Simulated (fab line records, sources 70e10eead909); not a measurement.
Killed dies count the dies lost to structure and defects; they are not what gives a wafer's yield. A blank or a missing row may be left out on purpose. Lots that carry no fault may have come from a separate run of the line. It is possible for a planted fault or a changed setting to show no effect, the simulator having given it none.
A lot that was struck, set against a sound lot + flow nandHarc + 40 out of 1302 route steps
Sound: wafers L798.1, L798.3, L798.5. Struck: wafer L789.6 (L789.4, L789.5, from the same lot, were not struck and are left out); the cause is given at the end.
Order at every step that has rows: each side's tool, ch and its chambers, its first start. Under that, the readings that differ: sound wafers + struck wafers + difference of the means + sigmas: that difference in standard deviations of wafers without a fault.
alike: readings whose means differ by less than 2 such deviations, and words and numbers that are the same on both sides. not compared: withheld readings, readings that some wafer has no value for, bounds like >300 that may hide the same value, and numbers for which the record gives no deviation and whose values overlap.
Wherever a step has rows on one side only, a row that says differs or no value, or a row with sigmas, the two part there. Non-overlapping numbers with no deviation appear without sigmas and do not part them. Lack of a reading on every wafer of one side parts them only where that side has two or more wafers.

NHARC_P_M1_INSPECT_11:
  sound: defectInspect-02 at day 14 13:41; struck: defectInspect-01 at day 10 17:07
  alike: rawDefectCount
then, 3 steps without rows for these wafers: NHARC_P_M1_DESCUM_14 (chemistry O2, time 3 s); NHARC_P_M1_ETCH_35 (etches the open film in N2/H2, target depth 40 nm, overetch 12 nm, time 43.94 s); NHARC_P_M1_ETCH_15 (etches the open film in C4F8/Ar, target depth 182.5 nm, time 91.2 s).
NHARC_P_M1_CD_MEAS_16:
  sound: cdSem-02 at day 14 14:03; struck: cdSem-01 at day 10 17:29
  alike: cdNm
NHARC_P_M1_STRIP_18: strips in N2/H2.
  sound on rieDiel-10 ch 0,2, day 14 14:09; struck on rieDiel-10 ch 2, day 10 17:35
  alike: drypumpMotorCurrentA, oesProductAu, rfVppV, showerheadPlenumPTorr, throttleValvePct
  not compared: rfHoursCounterH
then, 6 steps without rows for these wafers: NHARC_P_M1_ETCH_28 (etches the open film in CF4/N2, target depth 30 nm, time 72.99 s); NHARC_P_M1_STRIP_19 (strips in post etch residue remover, time 600 s); NHARC_P_M1_DEGAS_29 (time 60 s); NHARC_P_M1_PRE_CLEAN_30 (time 30 s); NHARC_P_M1_PVD_20 (deposits TaN, target thk 5 nm, time 8.06 s); NHARC_P_M1_PVD_21 (deposits Cu, target thk 30 nm, time 20.49 s).
NHARC_P_M1_ECD_22: material Cu, target thk 400 nm.
  sound on ecdCu-02 ch 0,1, day 14 15:11; struck on ecdCu-02 ch 0,1, day 10 18:50
then, 1 step without rows for these wafers: NHARC_P_M1_ANNEAL_31 (time 90 s).
NHARC_P_M1_CMP_23: polishes, t overpolish 20 s, target thk 157.82 nm.
  sound on cmp-02 ch 0,1,2, day 14 16:01; struck on cmp-03 ch 0, day 10 19:32
  alike: motorCurrentA, timeToEndpointS
NHARC_P_M1_THK_MEAS_24: measures by xrf.
  sound: filmMetro-01 at day 14 16:18; struck: filmMetro-02 at day 10 19:47
  alike: thkNm
then, 2 steps without rows for these wafers: NHARC_P_M1_SRD_25; NHARC_P_M1_PRE_CLEAN_32 (time 12 s).
NHARC_P_M1_DEP_33: deposits SiCN, target thk 30 nm.
  sound on pecvd-01 ch 0,1,2, day 14 16:37; struck on pecvd-01 ch 0, day 10 20:13
  alike: chamberPressureTorr, heaterPowerW, showerheadVppV
then, 10 steps without rows for these wafers: NHARC_P_M2_DEP_00 (deposits SiOC, target thk 182.5 nm); NHARC_P_M2_DEHYDRATE_01 (time 120 s); NHARC_P_M2_HMDS_02 (time 30 s); NHARC_P_M2_COAT_34 (time 65 s); NHARC_P_M2_COAT_03 (resist thk 90 nm); NHARC_P_M2_SOFTBAKE_04 (time 55 s); NHARC_P_M2_EBR_05; NHARC_P_M2_EXPOSE_06 (exposes mask P M2, target cd 170 nm); NHARC_P_M2_PEB_07 (peb time 65 s); NHARC_P_M2_DEVELOP_08 (develop time 35 s).
NHARC_P_M2_CD_MEAS_09: the cd target is 170 nm.
  sound on cdSem-03 ch 0, day 14 17:52; struck on cdSem-03 ch 0, day 10 21:20
  alike: cdNm
NHARC_P_M2_OVL_MEAS_10: pitch 340 nm.
  sound: overlay-01 at day 14 17:57; struck: overlay-01 at day 10 21:25
  alike: overlayXNm, overlayYNm
then, 3 steps without rows for these wafers: NHARC_P_M2_DESCUM_14 (chemistry O2, time 3 s); NHARC_P_M2_ETCH_35 (etches the open film in N2/H2, target depth 40 nm, overetch 12 nm, time 43.94 s); NHARC_P_M2_ETCH_15 (etches the open film in C4F8/Ar, target depth 182.5 nm, time 91.2 s).
NHARC_P_M2_CD_MEAS_16:
  sound: cdSem-02 at day 14 18:22; struck: cdSem-02 at day 10 21:50
  alike: cdNm
NHARC_P_M2_STRIP_18: strips in N2/H2.
  sound on rieDiel-04 ch 0,1, day 14 18:28; struck on rieDiel-04 ch 3, day 10 21:54
  alike: drypumpMotorCurrentA, oesProductAu, rfVppV, showerheadPlenumPTorr, throttleValvePct
  not compared: rfHoursCounterH
NHARC_P_M2_ETCH_28: etches the open film in CF4/N2, target depth 30 nm, time 72.99 s.
  sound on rieDiel-04 ch 0,1; struck on rieDiel-04 ch 1
  alike: biasW, drypumpMotorCurrentA, oesProductAu, rfVppV, showerheadPlenumPTorr, throttleValvePct
  not compared: rfHoursCounterH
then, 2 steps without rows for these wafers: NHARC_P_M2_STRIP_19 (strips in post etch residue remover, time 600 s); NHARC_P_M2_DEGAS_29 (time 60 s).
-- record jumps: 18 days between struck wafers' starts before vs after; left off in module P_M2, resumes in module END, first step shown is number 1302 of the route --
NHARC_END_SORT_01:
  sound on prober-01 ch 0, day 32 18:59; struck on prober-02 ch 0, day 28 20:43
| reading                | sound          | struck | difference | sigmas      |
|------------------------|----------------|--------|------------|-------------|
| defectLimitedYield (%) | 92.8 93.5 93.9 | 44.9   | -48.5      | -17         |
| killedAtPeriphery      | 3 4 1          | 335    | +332       | +99 or more |
| killedDies             | 49 44 41       | 373    | +328       | +17         |
| sort_bin_2_pct (%)     | 1.5 2.5 2.1    | 20.8   | +18.8      | +16         |
| sort_bin_3_pct (%)     | 0.1 0.3 0.6    | 4.4    | +4.1       | +11         |
| sort_bin_4_pct (%)     | 5.6 3.7 3.4    | 29.8   | +25.6      | +16         |
| sortNPass              | 628 633 636    | 304    | -328       | -17         |
| sortRimYieldPct (%)    | 93 94 93       | 52     | -41        | -11         |
| sortYieldPct (%)       | 92.8 93.5 93.9 | 44.9   | -48.5      | -17         |
  alike: killedAtArray, killedAtOther, killedOpen, killedShort

== WHERE THEY PART ==
NHARC_END_SORT_01 only, going by this record.

WHY: what had been put in by the simulator
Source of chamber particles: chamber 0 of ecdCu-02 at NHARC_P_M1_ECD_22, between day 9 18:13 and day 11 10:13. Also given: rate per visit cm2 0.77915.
